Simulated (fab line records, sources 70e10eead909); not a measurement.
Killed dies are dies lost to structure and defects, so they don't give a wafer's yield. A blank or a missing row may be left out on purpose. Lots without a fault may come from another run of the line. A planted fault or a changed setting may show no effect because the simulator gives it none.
One fault seen from 2 desks | flow nand_harc | each desk has only its own numbers; what lay behind them comes last

THE METROLOGY DESK
What the gauges read, lot by lot, whatever tool the lot ran on: means of the sampled wafers that have a number. A lot is out of limits, marked OUT, if its mean lies more than 4 standard deviations from the usual mean; the brackets give that distance.
Columns: A = cd_nm at NHARC_P_M2_CD_MEAS_09, usual 169.6 nm
lot  | first seen here | A
L953 | day 6 14:49     | 169.7
L956 | day 8 00:26     | 170.1
L957 | day 8 01:55     | 168.6
L958 | day 8 07:14     | 168.9
L963 | day 10 19:10    | 170.3
L965 | day 11 13:34    | 169.1
L967 | day 12 15:17    | 169.5
L971 | day 13 21:44    | 170.4
L972 | day 14 12:47    | 170.2
L973 | day 14 17:58    | 169.0
L974 | day 14 23:58    | 169.4
L976 | day 15 21:36    | 169.9
This desk's finding: nothing out of limits on any of the 12 lots.

THE TOOL OWNER'S DESK: rie_diel-04
The tool's own readings at NHARC_P_M2_ETCH_15 (etches the open film in C4F8/Ar, target depth 182.5 nm, time 91.2 s): means of the sampled wafers that have a number, for each lot that ran on this tool. A lot is out of limits, marked OUT, if its mean lies more than 4 standard deviations from the usual mean; the brackets give that distance.
Columns: A = bias_w at NHARC_P_M2_ETCH_15, usual 300.0 W; B = oes_product_au at NHARC_P_M2_ETCH_15, usual 0.947 a.u.; C = rf_vpp_V at NHARC_P_M2_ETCH_15, usual 441.6 V; D = run_length_s at NHARC_P_M2_ETCH_15, usual 112.7 s
lot  | first seen here | A     | B     | C     | D
L963 | day 10 20:01    | 300.3 | 0.925 | 441.9 | 113.1
L965 | day 11 13:56    | 300.0 | 0.922 | 442.4 | 110.1 (-6.1) OUT
L967 | day 12 15:38    | 300.7 | 0.920 | 441.7 | 110.2 (-5.7) OUT
This desk's finding: out of limits on L965, L967; first on L965, day 11 13:56 (run_length_s at NHARC_P_M2_ETCH_15). In limits: L963.

PUT TOGETHER
The tool owner's desk could have raised an alarm at day 11 13:56, on L965, L967.
The metrology desk saw nothing out of limits.
The metrology desk has L965, L967 on record, within its limits.
Of the lots named, all ran NHARC_P_M2_ETCH_15 on rie_diel-04.

WHAT THE SIMULATOR HAD PUT IN
Process parameter drift: rie_diel-04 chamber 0, from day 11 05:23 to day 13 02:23, at NHARC_P_M2_ETCH_15. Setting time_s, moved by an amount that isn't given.
Lots struck among those shown: L965, L967.
Hours from the fault's start to each desk's first reading out of limits: the tool owner's desk, 9.
